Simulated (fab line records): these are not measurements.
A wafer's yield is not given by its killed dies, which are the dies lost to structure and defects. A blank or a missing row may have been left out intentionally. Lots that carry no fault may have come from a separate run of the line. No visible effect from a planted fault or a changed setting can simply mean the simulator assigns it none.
Which tool did it? + flow n5Finfet + 24 lots, 72 wafers sampled, at 4 steps of a route of 1938

## WHAT THE GAUGES SHOWED, per wafer
N5_MOL_CONTACT_COAG_INSPECT_57: inspects for defects (brightfield).
| lot  | measured     | on               | rawDefectCount |
|------|--------------|------------------|----------------|
| L074 | day 5 03:31  | defectInspect-01 | 226 95 141     |
| L075 | day 5 06:28  | defectInspect-01 | 198 149 132    |
| L076 | day 5 12:14  | defectInspect-02 | 230 181 248    |
| L077 | day 5 23:46  | defectInspect-02 | 244 193 267    |
| L078 | day 6 05:38  | defectInspect-01 | 169 202 212    |
| L079 | day 6 13:42  | defectInspect-01 | 122 135 126    |
| L080 | day 6 23:30  | defectInspect-01 | 180 195 138    |
| L081 | day 7 03:58  | defectInspect-01 | 265 212 242    |
| L082 | day 7 06:28  | defectInspect-02 | 235 233 316    |
| L083 | day 7 10:26  | defectInspect-02 | 201 205 219    |
| L084 | day 7 14:23  | defectInspect-01 | 193 186 220    |
| L085 | day 7 18:55  | defectInspect-01 | 159 246 195    |
| L086 | day 8 02:35  | defectInspect-02 | 202 170 183    |
| L087 | day 8 08:06  | defectInspect-02 | 122 114 122    |
| L088 | day 8 10:02  | defectInspect-02 | 209 242 187    |
| L089 | day 8 18:26  | defectInspect-01 | 89 149 192     |
| L090 | day 8 21:47  | defectInspect-02 | 189 230 294    |
| L091 | day 9 06:22  | defectInspect-02 | 119 148 192    |
| L092 | day 9 16:33  | defectInspect-02 | 270 253 201    |
| L093 | day 9 18:45  | defectInspect-02 | 178 117 165    |
| L094 | day 10 07:50 | defectInspect-02 | 252 208 172    |
| L095 | day 10 09:17 | defectInspect-01 | 137 125 115    |
| L096 | day 10 12:33 | defectInspect-01 | 176 136 126    |
| L097 | day 10 23:16 | defectInspect-02 | 210 187 214    |

## TOOL THAT RAN EACH LOT (tool first, then ch and the chambers of the sampled wafers, then the start)
| lot  | N5_MOL_CONTACT_COAG_ALD_20         | N5_MOL_CONTACT_COAG_PRE_CLEAN_141 | N5_MOL_CONTACT_COAG_ANNEAL_113  |
|------|------------------------------------|-----------------------------------|---------------------------------|
| L074 | aldMetal-01 ch 2,3, day 4 19:45    | pvdSputter-02, day 4 20:20        | rtpAnneal-01 ch 0, day 4 21:32  |
| L075 | aldMetal-01 ch 0,1,2, day 4 22:32  | pvdSputter-02, day 4 23:09        | rtpAnneal-01 ch 0, day 4 23:58  |
| L076 | aldMetal-04 ch 0,2,3, day 5 04:33  | pvdSputter-01, day 5 05:08        | rtpAnneal-02 ch 0, day 5 05:58  |
| L077 | aldMetal-04 ch 0,1,3, day 5 12:56  | pvdSputter-02, day 5 15:02        | rtpAnneal-01 ch 0, day 5 16:08  |
| L078 | aldMetal-01 ch 2,3, day 5 21:56    | pvdSputter-01, day 5 23:00        | rtpAnneal-02 ch 0, day 6 00:14  |
| L079 | aldMetal-01 ch 0,1,3, day 6 05:44  | pvdSputter-01, day 6 06:20        | rtpAnneal-02 ch 0, day 6 07:35  |
| L080 | aldMetal-01 ch 0,1,3, day 6 12:33  | pvdSputter-01, day 6 14:34        | rtpAnneal-02 ch 0, day 6 15:48  |
| L081 | aldMetal-01 ch 1,2,3, day 6 19:28  | pvdSputter-01, day 6 20:25        | rtpAnneal-01 ch 0, day 6 21:13  |
| L082 | aldMetal-01 ch 2,3, day 6 22:50    | pvdSputter-03, day 6 23:26        | rtpAnneal-02 ch 0, day 7 00:23  |
| L083 | aldMetal-02 ch 0,1,3, day 6 23:43  | pvdSputter-01, day 7 02:15        | rtpAnneal-01 ch 0, day 7 03:12  |
| L084 | aldMetal-01 ch 1,2, day 7 06:40    | pvdSputter-03, day 7 07:20        | rtpAnneal-02 ch 0, day 7 08:34  |
| L085 | aldMetal-01 ch 0,1,3, day 7 09:32  | pvdSputter-02, day 7 10:10        | rtpAnneal-02 ch 0, day 7 10:58  |
| L086 | aldMetal-01 ch 0,3, day 7 17:35    | pvdSputter-01, day 7 18:24        | rtpAnneal-02 ch 0, day 7 19:31  |
| L087 | aldMetal-04 ch 1,2, day 7 21:39    | pvdSputter-02, day 8 01:19        | rtpAnneal-01 ch 0, day 8 02:16  |
| L088 | aldMetal-04 ch 0,1,2, day 8 02:24  | pvdSputter-03, day 8 04:05        | rtpAnneal-02 ch 0, day 8 05:14  |
| L089 | aldMetal-01 ch 1,2, day 8 07:56    | pvdSputter-02, day 8 11:02        | rtpAnneal-02 ch 0, day 8 12:00  |
| L090 | aldMetal-01 ch 0,1,3, day 8 14:34  | pvdSputter-01, day 8 15:10        | rtpAnneal-01 ch 0, day 8 16:24  |
| L091 | aldMetal-01 ch 1,2,3, day 8 21:25  | pvdSputter-01, day 8 23:08        | rtpAnneal-02 ch 0, day 9 00:13  |
| L092 | aldMetal-01 ch 0,1, day 9 09:23    | pvdSputter-02, day 9 10:11        | rtpAnneal-02 ch 0, day 9 11:01  |
| L093 | aldMetal-02 ch 0,2, day 9 09:51    | pvdSputter-03, day 9 12:18        | rtpAnneal-01 ch 0, day 9 13:07  |
| L094 | aldMetal-01 ch 0,2,3, day 9 21:25  | pvdSputter-03, day 10 00:17       | rtpAnneal-02 ch 0, day 10 01:14 |
| L095 | aldMetal-01 ch 0,3, day 10 00:19   | pvdSputter-02, day 10 00:54       | rtpAnneal-01 ch 0, day 10 01:58 |
| L096 | aldMetal-04 ch 0,2,3, day 10 04:26 | pvdSputter-03, day 10 06:02       | rtpAnneal-01 ch 0, day 10 07:15 |
| L097 | aldMetal-04 ch 0,1, day 10 13:44   | pvdSputter-01, day 10 14:59       | rtpAnneal-02 ch 0, day 10 15:48 |
- N5_MOL_CONTACT_COAG_ALD_20: deposits TiN, target thk 1.5 nm, pulse time 1 s, purge time 3 s.
- N5_MOL_CONTACT_COAG_PRE_CLEAN_141: time 60 s.
- N5_MOL_CONTACT_COAG_ANNEAL_113: time 300 s.

## WHAT THE TOOLS THEMSELVES READ (means of the sampled wafers that have a number; where no wafer has one, the mark that the record gives instead)
N5_MOL_CONTACT_COAG_ALD_20.
| lot  | tool        | heaterPowerW (W) | precursorPulseHeightRel | susceptorTempC (C) |
|------|-------------|------------------|-------------------------|--------------------|
| L074 | aldMetal-01 | 806              | 1.005                   | 399.93             |
| L075 | aldMetal-01 | 822              | 1.010                   | 400.06             |
| L076 | aldMetal-04 | 929              | 1.003                   | 400.00             |
| L077 | aldMetal-04 | 910              | 0.996                   | 399.93             |
| L078 | aldMetal-01 | 827              | 0.998                   | 400.16             |
| L079 | aldMetal-01 | 811              | 0.990                   | 399.91             |
| L080 | aldMetal-01 | 811              | 1.013                   | 400.13             |
| L081 | aldMetal-01 | 809              | 0.983                   | 399.97             |
| L082 | aldMetal-01 | 795              | 1.000                   | 399.75             |
| L083 | aldMetal-02 | 937              | 0.988                   | 400.10             |
| L084 | aldMetal-01 | 818              | 1.000                   | 399.98             |
| L085 | aldMetal-01 | 805              | 1.015                   | 399.93             |
| L086 | aldMetal-01 | 837              | 1.000                   | 399.68             |
| L087 | aldMetal-04 | 859              | 1.001                   | 400.07             |
| L088 | aldMetal-04 | 859              | 1.033                   | 399.98             |
| L089 | aldMetal-01 | 798              | 0.993                   | 399.94             |
| L090 | aldMetal-01 | 810              | 0.997                   | 399.98             |
| L091 | aldMetal-01 | 805              | 0.997                   | 400.00             |
| L092 | aldMetal-01 | 803              | 0.977                   | 399.97             |
| L093 | aldMetal-02 | 830              | 1.003                   | 400.17             |
| L094 | aldMetal-01 | 818              | 0.994                   | 400.09             |
| L095 | aldMetal-01 | 831              | 1.009                   | 399.91             |
| L096 | aldMetal-04 | 928              | 1.009                   | 400.02             |
| L097 | aldMetal-04 | 864              | 1.002                   | 400.08             |

N5_MOL_CONTACT_COAG_PRE_CLEAN_141.
| lot  | tool          | heaterPowerW (W) | susceptorTempC (C) |
|------|---------------|------------------|--------------------|
| L074 | pvdSputter-02 | 475              | 300.15             |
| L075 | pvdSputter-02 | 473              | 299.85             |
| L076 | pvdSputter-01 | 455              | 300.17             |
| L077 | pvdSputter-02 | 535              | 299.75             |
| L078 | pvdSputter-01 | 472              | 299.77             |
| L079 | pvdSputter-01 | 461              | 300.15             |
| L080 | pvdSputter-01 | 462              | 300.01             |
| L081 | pvdSputter-01 | 457              | 300.02             |
| L082 | pvdSputter-03 | 431              | 299.81             |
| L083 | pvdSputter-01 | 463              | 299.97             |
| L084 | pvdSputter-03 | 452              | 300.13             |
| L085 | pvdSputter-02 | 517              | 300.03             |
| L086 | pvdSputter-01 | 452              | 300.03             |
| L087 | pvdSputter-02 | 481              | 300.15             |
| L088 | pvdSputter-03 | 431              | 299.77             |
| L089 | pvdSputter-02 | 514              | 300.11             |
| L090 | pvdSputter-01 | 454              | 300.27             |
| L091 | pvdSputter-01 | 466              | 299.95             |
| L092 | pvdSputter-02 | 499              | 299.97             |
| L093 | pvdSputter-03 | 408              | 300.21             |
| L094 | pvdSputter-03 | 428              | 299.89             |
| L095 | pvdSputter-02 | 482              | 300.05             |
| L096 | pvdSputter-03 | 431              | 300.01             |
| L097 | pvdSputter-01 | 460              | 300.00             |

N5_MOL_CONTACT_COAG_ANNEAL_113.
| lot  | tool         | annealTempCMax | lampPowerPct (%) | wafer_temp_C_max |
|------|--------------|----------------|------------------|------------------|
| L074 | rtpAnneal-01 | 402.5          | 2.8              | 402.0            |
| L075 | rtpAnneal-01 | 402.3          | 2.8              | 401.7            |
| L076 | rtpAnneal-02 | 401.2          | 2.2              | 402.1            |
| L077 | rtpAnneal-01 | 402.9          | 2.8              | 401.6            |
| L078 | rtpAnneal-02 | 401.8          | 2.2              | 401.8            |
| L079 | rtpAnneal-02 | 401.6          | 2.2              | 401.5            |
| L080 | rtpAnneal-02 | 401.5          | 2.2              | 401.8            |
| L081 | rtpAnneal-01 | 402.3          | 2.8              | 401.4            |
| L082 | rtpAnneal-02 | 401.6          | 2.2              | 401.3            |
| L083 | rtpAnneal-01 | 402.6          | 2.8              | 401.4            |
| L084 | rtpAnneal-02 | 401.7          | 2.2              | 401.8            |
| L085 | rtpAnneal-02 | 401.6          | 2.2              | 401.4            |
| L086 | rtpAnneal-02 | 401.4          | 2.2              | 401.9            |
| L087 | rtpAnneal-01 | 402.3          | 2.8              | 401.5            |
| L088 | rtpAnneal-02 | 401.7          | 2.2              | 401.6            |
| L089 | rtpAnneal-02 | 401.3          | 2.2              | 401.5            |
| L090 | rtpAnneal-01 | 402.3          | 2.8              | 401.7            |
| L091 | rtpAnneal-02 | 400.9          | 2.2              | 401.6            |
| L092 | rtpAnneal-02 | 401.9          | 2.2              | 401.8            |
| L093 | rtpAnneal-01 | 402.6          | 2.8              | 401.7            |
| L094 | rtpAnneal-02 | 401.6          | 2.2              | 401.8            |
| L095 | rtpAnneal-01 | 402.2          | 2.8              | 401.5            |
| L096 | rtpAnneal-01 | 402.1          | 2.8              | 402.1            |
| L097 | rtpAnneal-02 | 401.5          | 2.2              | 401.9            |

## THE ANSWER, worked out from the rows above alone
Rule: the usual values come from the lots themselves. The widest of any qualifying gaps counts: lots, ordered by their means at a reading, are off when they make up no more than a third of the lots, leave a main group of 4 or more, and stand apart from it by 3 or more times the standard deviation of that group's means. The tables above print the reading to a certain number of digits; a main group whose means all agree to those digits is not used. Also off: a lot with no number at a reading for which 4 or more lots have one. All remaining lots with rows at the step are treated as sound. First the gauges in route order, then the tools' own readings, where a lot's mean is used as printed above. At the first step where some lot is off, the reading lying furthest off is the one used; lots without a number count as furthest.
No lot is off at any reading shown: from this, nothing can be told.

## WHAT THE SIMULATOR HAD PUT IN
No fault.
